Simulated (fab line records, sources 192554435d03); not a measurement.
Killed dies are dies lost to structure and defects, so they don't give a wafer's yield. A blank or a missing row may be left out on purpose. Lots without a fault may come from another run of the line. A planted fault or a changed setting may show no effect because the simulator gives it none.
One fault seen from 3 desks | flow n5_finfet | each desk has only its own numbers; what lay behind them comes last

THE DEFECT DESK
What the inspections along the route counted, lot by lot: means of the sampled wafers that have a number. A lot is out of limits, marked OUT, if its mean lies more than 4 standard deviations from the usual mean; the brackets give that distance.
Columns: A = raw_defect_count at N5_BEOL_M2_INSPECT_30, usual 454
lot  | first seen here | A
L748 | day 6 13:12     | 509
L758 | day 9 01:44     | 362
L760 | day 9 19:32     | 360
L766 | day 11 05:10    | 553
L768 | day 11 13:31    | 426
L770 | day 12 10:38    | 504
This desk's finding: nothing out of limits on any of the 6 lots.

THE METROLOGY DESK
What the gauges read, lot by lot, whatever tool the lot ran on: means of the sampled wafers that have a number. A lot is out of limits, marked OUT, if its mean lies more than 4 standard deviations from the usual mean; the brackets give that distance. Of its 12 readings 7 are shown: those that lie furthest out on some lot.
Columns: A = cd_nm at N5_BEOL_M2_CD_MEAS_28, usual 26.15 nm; B = V1_OVL at N5_BEOL_M2_OVL_MEAS_29, usual 0.2 nm; C = DIBL_N at N5_BEOL_M4_RC_MEAS_101, usual 36.0 mV/V; D = DIBL_P at N5_BEOL_M4_RC_MEAS_101, usual 36.3 mV/V; E = SS_N at N5_BEOL_M4_RC_MEAS_101, usual 71.4 mV/dec; F = VT_N at N5_BEOL_M4_RC_MEAS_101, usual 251 mV; G = VT_P at N5_BEOL_M4_RC_MEAS_101, usual -250 mV
lot  | first seen here | A     | B    | C    | D    | E    | F   | G
L748 | day 6 13:07     | 26.16 | -0.2 | 37.3 | 35.4 | 71.5 | 248 | -247
L758 | day 9 01:38     | 26.02 | 0.1  | 36.5 | 37.1 | 71.8 | 251 | -254
L760 | day 9 19:27     | 25.91 | -0.8 | 33.1 | 32.9 | 70.8 | 256 | -252
L766 | day 11 05:05    | 26.01 | -0.1 | 38.3 | 38.6 | 72.2 | 247 | -251
L768 | day 11 13:26    | 26.03 | 0.4  | 36.2 | 36.2 | 71.6 | 253 | -250
L770 | day 12 10:33    | 26.05 | -0.1 | 35.5 | 36.3 | 70.8 | 251 | -248
This desk's finding: nothing out of limits on any of the 6 lots.

THE TOOL OWNER'S DESK: rie_diel-02
The tool's own readings at N5_BEOL_M2_DESCUM_33 (chemistry O2, time 7 s): means of the sampled wafers that have a number, for each lot that ran on this tool. A lot is out of limits, marked OUT, if its mean lies more than 4 standard deviations from the usual mean; the brackets give that distance.
Columns: A = drypump_motor_current_A at N5_BEOL_M2_DESCUM_33, usual 5.7 A; B = oes_product_au at N5_BEOL_M2_DESCUM_33, usual 0.78 a.u.; C = rf_vpp_V at N5_BEOL_M2_DESCUM_33, usual 243.0 V; D = showerhead_plenum_p_Torr at N5_BEOL_M2_DESCUM_33, usual 2.09 Torr; E = throttle_valve_pct at N5_BEOL_M2_DESCUM_33, usual 20.50 %
lot  | first seen here | A   | B    | C     | D    | E
L748 | day 6 13:47     | 5.5 | 0.78 | 241.1 | 2.02 | 20.54
L758 | day 9 01:46     | 5.6 | 0.73 | 242.4 | 2.04 | 20.67
L760 | day 9 19:34     | 5.6 | 0.72 | 242.1 | 2.04 | 20.67
L770 | day 12 10:40    | 5.5 | 0.78 | 242.7 | 2.10 | 20.48
This desk's finding: nothing out of limits on any of the 4 lots.

PUT TOGETHER
The defect desk saw nothing out of limits.
The metrology desk saw nothing out of limits.
The tool owner's desk saw nothing out of limits.

WHAT THE SIMULATOR HAD PUT IN
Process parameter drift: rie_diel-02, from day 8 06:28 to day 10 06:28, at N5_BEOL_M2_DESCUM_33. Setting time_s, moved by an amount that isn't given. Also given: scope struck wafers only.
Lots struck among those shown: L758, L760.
